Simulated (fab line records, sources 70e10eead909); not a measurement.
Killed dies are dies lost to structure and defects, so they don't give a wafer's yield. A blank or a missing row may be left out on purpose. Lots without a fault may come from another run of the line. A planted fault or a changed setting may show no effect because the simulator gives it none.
Chamber matching | flow nand_harc | NHARC_A_CONTACT_DESCUM_74 on rie_diel-11: 4 sister chambers
The step chemistry O2, time 3 s. 4 wafers are shown with their chamber, then 7 later ones without.

WAFERS WITH THEIR CHAMBER
wafer  | chamber | drypump_motor_current_A (A)
L076.3 | 3       | 6.0
L087.2 | 2       | 4.8
L093.2 | 0       | 5.1
L093.3 | 1       | 6.4

WAFERS WITHOUT THEIR CHAMBER
wafer  | drypump_motor_current_A (A)
L093.6 | 5.1
L094.1 | 5.0
L094.3 | 5.9
L094.5 | 6.4
L096.1 | 4.8
L096.3 | 5.1
L096.4 | 5.9

WHICH CHAMBER EACH WENT THROUGH
wafer  | from the rows above     | in truth
L093.6 | 0                       | 0
L094.1 | can't be placed: 0 or 2 | 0
L094.3 | 3                       | 3
L094.5 | 1                       | 1
L096.1 | 2                       | 2
L096.3 | 0                       | 0
L096.4 | 3                       | 3
Placed correctly: 6 of 7. Can't be placed from these rows: 1 (the true chamber is among the candidates in 1). Placed wrongly: 0.
How it was worked out, from the rows above alone: a wafer's distance from a chamber is the root of the sum, over the readings, of the square of ((its reading less the chamber's mean) divided by the reading's scatter). The wafer belongs to the nearest chamber; if the next one is less than 2 further off, it can't be placed. A chamber's mean is the mean of its shown wafers. The scatter: with one shown wafer a chamber, the root of the mean of the squares of how far each hidden wafer lies from its nearest shown one.
